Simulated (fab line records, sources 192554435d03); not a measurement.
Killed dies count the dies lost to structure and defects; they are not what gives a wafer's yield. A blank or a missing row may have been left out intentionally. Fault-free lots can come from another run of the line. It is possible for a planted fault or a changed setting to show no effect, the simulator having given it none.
One fault through the eyes of 3 desks -- flow n5_finfet -- only its own numbers are on each desk; what lay behind them is given at the end

AT THE TOOL OWNER'S DESK: rie_diel-05
The tool's own readings at N5_BEOL_M0_SAQP_CUT_ETCH_46 (etches SOC in N2/H2, target depth 135 nm, overetch 27 nm, time 202.5 s): means of the sampled wafers that have a number, for each lot that ran on this tool. The brackets show how far a lot's mean lies from the usual mean; more than 4 standard deviations puts the lot out of limits, marked OUT.
Columns: A = drypump_motor_current_A at N5_BEOL_M0_SAQP_CUT_ETCH_46, usual 5.7 A; B = n2_flow_sccm at N5_BEOL_M0_SAQP_CUT_ETCH_46, usual 199.9 sccm; C = rf_vpp_V at N5_BEOL_M0_SAQP_CUT_ETCH_46, usual 523.7 V; D = showerhead_plenum_p_Torr at N5_BEOL_M0_SAQP_CUT_ETCH_46, usual 2.54 Torr; E = throttle_valve_pct at N5_BEOL_M0_SAQP_CUT_ETCH_46, usual 17.70 %
lot,first seen here,A,B,C,D,E
L103,day 5 22:14,5.5,199.9,524.6,2.56,17.74
L112,day 8 01:33,5.7,199.8,523.8,2.53,17.67
L123,day 10 22:35,5.4,199.9,524.3,2.55,17.57
This desk's finding: nothing out of limits on any of the 3 lots.

FROM THE METROLOGY DESK
What the gauges read for every lot (on any tool): the sampled wafers with a number, averaged. The brackets show how far a lot's mean lies from the usual mean; more than 4 standard deviations puts the lot out of limits, marked OUT. Only the readings that lie furthest out on some lot appear, 7 of the 11 it has.
Columns: A = cd_nm at N5_BEOL_M0_CUTY_CD_MEAS_57, usual 201.0 nm; B = IOFF_P at N5_BEOL_M4_RC_MEAS_101, usual 0.22 nA/um; C = ION_N at N5_BEOL_M4_RC_MEAS_101, usual 673 uA/um; D = ION_P at N5_BEOL_M4_RC_MEAS_101, usual 462 uA/um; E = SS_N at N5_BEOL_M4_RC_MEAS_101, usual 71.7 mV/dec; F = VT_N at N5_BEOL_M4_RC_MEAS_101, usual 250 mV; G = VT_P at N5_BEOL_M4_RC_MEAS_101, usual -250 mV
lot,first seen here,A,B,C,D,E,F,G
L103,day 5 23:46,200.9,0.24,671,459,71.8,248,-250
L104,day 6 05:14,202.0,0.20,664,459,72.2,252,-254
L112,day 8 02:55,201.2,0.19,655,453,71.0,254,-252
L116,day 9 11:05,201.7,0.21,673,459,71.7,249,-254
L117,day 9 11:22,202.6,0.28,691,480,71.8,244,-245
L118,day 9 16:42,200.5,0.19,667,464,70.7,250,-250
L120,day 10 04:48,201.0,0.20,675,462,72.0,251,-249
L123,day 10 23:43,199.9,0.26,680,468,71.5,249,-248
L125,day 11 15:13,201.3,0.19,674,458,71.8,250,-253
This desk's finding: nothing out of limits on any of the 9 lots.

THE DEFECT DESK
Inspection counts along the route, by lot: the mean over sampled wafers that carry a number. The brackets show how far a lot's mean lies from the usual mean; more than 4 standard deviations puts the lot out of limits, marked OUT.
Columns: A = raw_defect_count at N5_BEOL_M0_CUTY_INSPECT_59, usual 2.1
lot,first seen here,A
L103,day 5 23:50,2.0
L104,day 6 05:17,2.7
L112,day 8 02:59,9.7 (+4.7) OUT
L116,day 9 11:08,2.0
L117,day 9 11:26,0.7
L118,day 9 16:46,4.3
L120,day 10 04:52,1.0
L123,day 10 23:46,2.3
L125,day 11 15:16,2.7
Finding of this desk: L112 out of limits; the first was L112 at day 8 02:59, on raw_defect_count at N5_BEOL_M0_CUTY_INSPECT_59. In limits: L103, L104, L116, L117, L118, L120, L123, L125.

PUT TOGETHER
The defect desk could have raised an alarm at day 8 02:59, on L112.
Nothing out of limits was seen by the tool owner's desk.
Nothing out of limits was seen by the metrology desk.
On record at the tool owner's desk: L112, within its limits.
The metrology desk holds a record of L112, inside its limits.
All the named lots went through N5_BEOL_M0_SAQP_CUT_ETCH_46 on rie_diel-05.

WHAT THE SIMULATOR HAD PUT IN
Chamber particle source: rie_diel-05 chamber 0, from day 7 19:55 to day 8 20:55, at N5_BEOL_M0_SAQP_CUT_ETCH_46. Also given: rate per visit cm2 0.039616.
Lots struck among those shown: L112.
Hours from the fault's start to each desk's first reading out of limits: the defect desk, 7.
